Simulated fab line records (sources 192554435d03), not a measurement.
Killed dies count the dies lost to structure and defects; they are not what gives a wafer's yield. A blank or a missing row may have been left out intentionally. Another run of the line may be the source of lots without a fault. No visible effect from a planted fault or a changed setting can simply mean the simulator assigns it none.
Split-lot experiment -- flow n5_finfet -- 39 wafers read from 7 lots, route of 1938 steps

THE SPLIT
At N5_FIN_CUT_ETCH_21 (etches SOC in N2/H2, target depth 219 nm, overetch 43.8 nm, time 523.5 s), the setting time_s was moved away from the recipe's 523.5 s on 9 of the 39 wafers read, by -12.5% to +19.9%. This setting was run at the recipe's value on the other wafers.

The split's own step is where the reading is taken.

THE READING
SiARC_of_FIN_CUT_COAT_19.thk_nm (the simulator's own value, which no gauge read), in nm, at N5_FIN_CUT_ETCH_21 (etches SOC in N2/H2, target depth 219 nm, overetch 43.8 nm, time 523.5 s). There is no usual value for it anywhere in the file. Here, 30 wafers ran the recipe; their average is 11.9 nm with a standard deviation of 0.15 nm.

wafer,"tool, chamber at the split","time_s as run, s",against the recipe,"SiARC_of_FIN_CUT_COAT_19.thk_nm, nm",against lot-mates on the recipe
L078.1,"rie_diel-01, 2,0",523.5,recipe,12.2,-
L078.5,"rie_diel-01, 2,0",523.5,recipe,12.2,-
L078.2,"rie_diel-01, 1",523.5,recipe,11.8,-
L078.4,"rie_diel-01, 1",523.5,recipe,11.8,-
L078.3,"rie_diel-01, 0,2",523.5,recipe,12,-
L078.6,"rie_diel-01, 0,2",523.5,recipe,12,-
L080.1,"rie_diel-01, 1",523.5,recipe,11.8,-
L080.5,"rie_diel-01, 1",523.5,recipe,11.8,-
L080.2,"rie_diel-01, 2",458,-12.5%,13,+1.1
L080.3,"rie_diel-01, 0",458,-12.5%,13.2,+1.3
L080.4,"rie_diel-01, 3",458,-12.5%,12.8,+0.9
L080.6,"rie_diel-01, 0",523.5,recipe,12,-
L084.1,"rie_diel-03, 3,0",568,+8.5%,11.2,-0.7
L084.3,"rie_diel-03, 3,0",568,+8.5%,11.2,-0.7
L084.2,"rie_diel-03, 1",568,+8.5%,10.8,-1.1
L084.4,"rie_diel-03, 2,0",523.5,recipe,11.8,-
L084.5,"rie_diel-03, 2,0",523.5,recipe,11.8,-
L084.6,"rie_diel-03, 3",523.5,recipe,12,-
L085.1,"rie_diel-01, 1",523.5,recipe,11.6,-
L085.2,"rie_diel-01, 3,1",523.5,recipe,11.8,-
L085.5,"rie_diel-01, 3,1",523.5,recipe,11.8,-
L085.3,"rie_diel-01, 0,2,2",523.5,recipe,12,-
L085.4,"rie_diel-01, 0,2,2",523.5,recipe,12,-
L085.6,"rie_diel-01, 0,2,2",523.5,recipe,12,-
L091.2,"rie_diel-06, 2,0,2",523.5,recipe,12,-
L091.3,"rie_diel-06, 2,0,2",523.5,recipe,12,-
L091.6,"rie_diel-06, 2,0,2",523.5,recipe,12,-
L095.1,"rie_diel-03, 1",523.5,recipe,11.6,-
L095.2,"rie_diel-03, 0",523.5,recipe,12,-
L095.5,"rie_diel-03, 0",523.5,recipe,12,-
L095.3,"rie_diel-03, 2,3,3",523.5,recipe,11.8,-
L095.4,"rie_diel-03, 2,3,3",523.5,recipe,11.8,-
L095.6,"rie_diel-03, 2,3,3",523.5,recipe,11.8,-
L096.1,"rie_diel-06, 3",523.5,recipe,12.2,-
L096.2,"rie_diel-06, 1",627.7,+19.9%,9.8,-2.3
L096.3,"rie_diel-06, 0,2",523.5,recipe,12,-
L096.4,"rie_diel-06, 0,2",523.5,recipe,12,-
L096.5,"rie_diel-06, 0",627.7,+19.9%,10.4,-1.7
L096.6,"rie_diel-06, 3",627.7,+19.9%,10.6,-1.5
When a row names more than one chamber, that row covers several wafers, and the file does not tell which wafer ran in which chamber.

FIT RESULTS
A straight line over all 39 wafers: SiARC_of_FIN_CUT_COAT_19.thk_nm changes by -0.0858 nm for each +1% of time_s; r = -0.96; the points scatter about the line by 0.19 nm.
The same after taking each lot's own level away (the mean of its wafers on the recipe; 39 wafers): -0.0908 nm for each +1%; r = -0.97; scatter 0.17 nm.
According to that fit, moving time_s by its largest amount changes the reading by 1.8 nm.
Measured against the standard deviation above, the lots' own levels, which go from 11.83 to 12.07 nm, span 1.5 times it.
The two slopes agree, so the slope changes little with the lot-to-lot level.
Check: -1.68 nm against its lot-mates is what the line predicts for one of the wafers moved furthest among these (+19.9%) when that wafer is left out of the fit. It came out at -2.27 nm against them.

FILE'S OWN FIT
SiARC_of_FIN_CUT_COAT_19.thk_nm changes by -0.0909 nm for each +1% of time_s, r = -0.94.
